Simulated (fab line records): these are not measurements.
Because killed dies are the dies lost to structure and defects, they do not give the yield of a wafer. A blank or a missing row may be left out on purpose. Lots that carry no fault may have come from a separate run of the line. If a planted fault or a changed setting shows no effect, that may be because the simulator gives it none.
Lot-split experiment :: flow n5Finfet :: on a route of 1938 steps: 7 lots, 21 wafers read

== ABOUT THE SPLIT ==
At N5_BEOL_M13_ETCH_59 (etches BARC in N2/H2, target depth 89 nm, overetch 26.7 nm, time 67.9 s), the setting timeS was moved away from the recipe's 67.9 s on 6 of the 21 wafers read, by -13.0% to +16.4%. All remaining wafers had this setting at the recipe value.

The split's own step is where the reading is taken.

== THE READING ==
coat_of_BEOL_M13_COAT_04.thkNm (the simulator's own value, which no gauge read), in nm, at N5_BEOL_M13_ETCH_59 (etches BARC in N2/H2, target depth 89 nm, overetch 26.7 nm, time 67.9 s). No usual value for it is given in the file. Across the 15 wafers here that went through the recipe, the average is 317.4 nm and the standard deviation 1.6 nm.

wafer: L074.3
tool, chamber at the split: rieDiel-01, 3
timeS as run, s: 59.07
against the recipe: -13.0%
coat_of_BEOL_M13_COAT_04.thkNm, nm: 327
against lot-mates on the recipe: +7.6

wafer: L074.4
tool, chamber at the split: rieDiel-01, 0
timeS as run, s: 59.07
against the recipe: -13.0%
coat_of_BEOL_M13_COAT_04.thkNm, nm: 326
against lot-mates on the recipe: +6.6

wafer: L074.6
tool, chamber at the split: rieDiel-01, 3
timeS as run, s: 67.9
against the recipe: recipe
coat_of_BEOL_M13_COAT_04.thkNm, nm: 319.4
against lot-mates on the recipe: -

wafer: L075.3
tool, chamber at the split: rieDiel-06, 3
timeS as run, s: 67.9
against the recipe: recipe
coat_of_BEOL_M13_COAT_04.thkNm, nm: 316.4
against lot-mates on the recipe: -

wafer: L075.4
tool, chamber at the split: rieDiel-06, 0
timeS as run, s: 67.9
against the recipe: recipe
coat_of_BEOL_M13_COAT_04.thkNm, nm: 317.8
against lot-mates on the recipe: -

wafer: L075.6
tool, chamber at the split: rieDiel-06, 0
timeS as run, s: 67.9
against the recipe: recipe
coat_of_BEOL_M13_COAT_04.thkNm, nm: 319
against lot-mates on the recipe: -

wafer: L082.2
tool, chamber at the split: rieDiel-06, 2
timeS as run, s: 60.61
against the recipe: -10.7%
coat_of_BEOL_M13_COAT_04.thkNm, nm: 324.4
against lot-mates on the recipe: +7.7

wafer: L082.3
tool, chamber at the split: rieDiel-06, 3
timeS as run, s: 67.9
against the recipe: recipe
coat_of_BEOL_M13_COAT_04.thkNm, nm: 316.8
against lot-mates on the recipe: -

wafer: L082.5
tool, chamber at the split: rieDiel-06, 2
timeS as run, s: 67.9
against the recipe: recipe
coat_of_BEOL_M13_COAT_04.thkNm, nm: 316.6
against lot-mates on the recipe: -

wafer: L083.1
tool, chamber at the split: rieDiel-02, 0
timeS as run, s: 67.9
against the recipe: recipe
coat_of_BEOL_M13_COAT_04.thkNm, nm: 315.2
against lot-mates on the recipe: -

wafer: L083.5
tool, chamber at the split: rieDiel-02, 1
timeS as run, s: 67.9
against the recipe: recipe
coat_of_BEOL_M13_COAT_04.thkNm, nm: 316.2
against lot-mates on the recipe: -

wafer: L083.6
tool, chamber at the split: rieDiel-02, 0
timeS as run, s: 67.9
against the recipe: recipe
coat_of_BEOL_M13_COAT_04.thkNm, nm: 315.8
against lot-mates on the recipe: -

wafer: L087.3
tool, chamber at the split: rieDiel-06, 1
timeS as run, s: 79.02
against the recipe: +16.4%
coat_of_BEOL_M13_COAT_04.thkNm, nm: 306
against lot-mates on the recipe: -10.0

wafer: L087.4
tool, chamber at the split: rieDiel-06, 2
timeS as run, s: 67.9
against the recipe: recipe
coat_of_BEOL_M13_COAT_04.thkNm, nm: 316
against lot-mates on the recipe: -

wafer: L087.6
tool, chamber at the split: rieDiel-06, 3
timeS as run, s: 79.02
against the recipe: +16.4%
coat_of_BEOL_M13_COAT_04.thkNm, nm: 304.6
against lot-mates on the recipe: -11.4

wafer: L092.4
tool, chamber at the split: rieDiel-02, 1
timeS as run, s: 67.9
against the recipe: recipe
coat_of_BEOL_M13_COAT_04.thkNm, nm: 316.4
against lot-mates on the recipe: -

wafer: L092.5
tool, chamber at the split: rieDiel-02, 3
timeS as run, s: 67.9
against the recipe: recipe
coat_of_BEOL_M13_COAT_04.thkNm, nm: 318.4
against lot-mates on the recipe: -

wafer: L092.6
tool, chamber at the split: rieDiel-02, 2
timeS as run, s: 67.9
against the recipe: recipe
coat_of_BEOL_M13_COAT_04.thkNm, nm: 318.8
against lot-mates on the recipe: -

wafer: L091.2
tool, chamber at the split: rieDiel-01, 3
timeS as run, s: 72.48
against the recipe: +6.7%
coat_of_BEOL_M13_COAT_04.thkNm, nm: 316.6
against lot-mates on the recipe: -2.5

wafer: L091.4
tool, chamber at the split: rieDiel-01, 2
timeS as run, s: 67.9
against the recipe: recipe
coat_of_BEOL_M13_COAT_04.thkNm, nm: 317
against lot-mates on the recipe: -

wafer: L091.6
tool, chamber at the split: rieDiel-01, 3
timeS as run, s: 67.9
against the recipe: recipe
coat_of_BEOL_M13_COAT_04.thkNm, nm: 321.2
against lot-mates on the recipe: -

THE FIT
A straight line over all 21 wafers: coat_of_BEOL_M13_COAT_04.thkNm changes by -0.689 nm for each +1% of timeS; r = -0.95; the points scatter about the line by 1.7 nm.
The same after taking each lot's own level away (the mean of its wafers on the recipe; 21 wafers): -0.613 nm for each +1%; r = -0.97; scatter 1.1 nm.
The reading moves by 10 nm for the largest change in timeS, on that fit.
The span of the lots' own levels, 315.73 to 319.40 nm, comes to 2.3 times the standard deviation stated above.
So the slope is not independent of the lot-to-lot level: the two fits are not the same.
Check: for one of the wafers moved furthest among these (+16.4%), held out of the fit, the line's prediction against its lot-mates is -10.1 nm. Against them it came out at -10 nm.

== THESE WAFERS: OTHER SPLITS ==
These wafers also went through other splits before the reading. Each is held against what the fit with the lots' levels taken away leaves over:
other split on the same wafers: N5_BEOL_M10_COAT_22 spinRpm
wafers away from the commonest value: 10
r with coat_of_BEOL_M13_COAT_04.thkNm (lot level and that fit taken away): -0.08

other split on the same wafers: N5_BEOL_M10_VIA_ETCH_34 biasW
wafers away from the commonest value: 9
r with coat_of_BEOL_M13_COAT_04.thkNm (lot level and that fit taken away): +0.01

other split on the same wafers: N5_BEOL_M10_TRENCH_ETCH_37 biasW
wafers away from the commonest value: 9
r with coat_of_BEOL_M13_COAT_04.thkNm (lot level and that fit taken away): -0.30

other split on the same wafers: N5_BEOL_M12_COAT_04 spinRpm
wafers away from the commonest value: 6
r with coat_of_BEOL_M13_COAT_04.thkNm (lot level and that fit taken away): +0.26

== FILE'S OWN FIT ==
coat_of_BEOL_M13_COAT_04.thkNm changes by -0.614 nm for each +1% of timeS, r = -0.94.
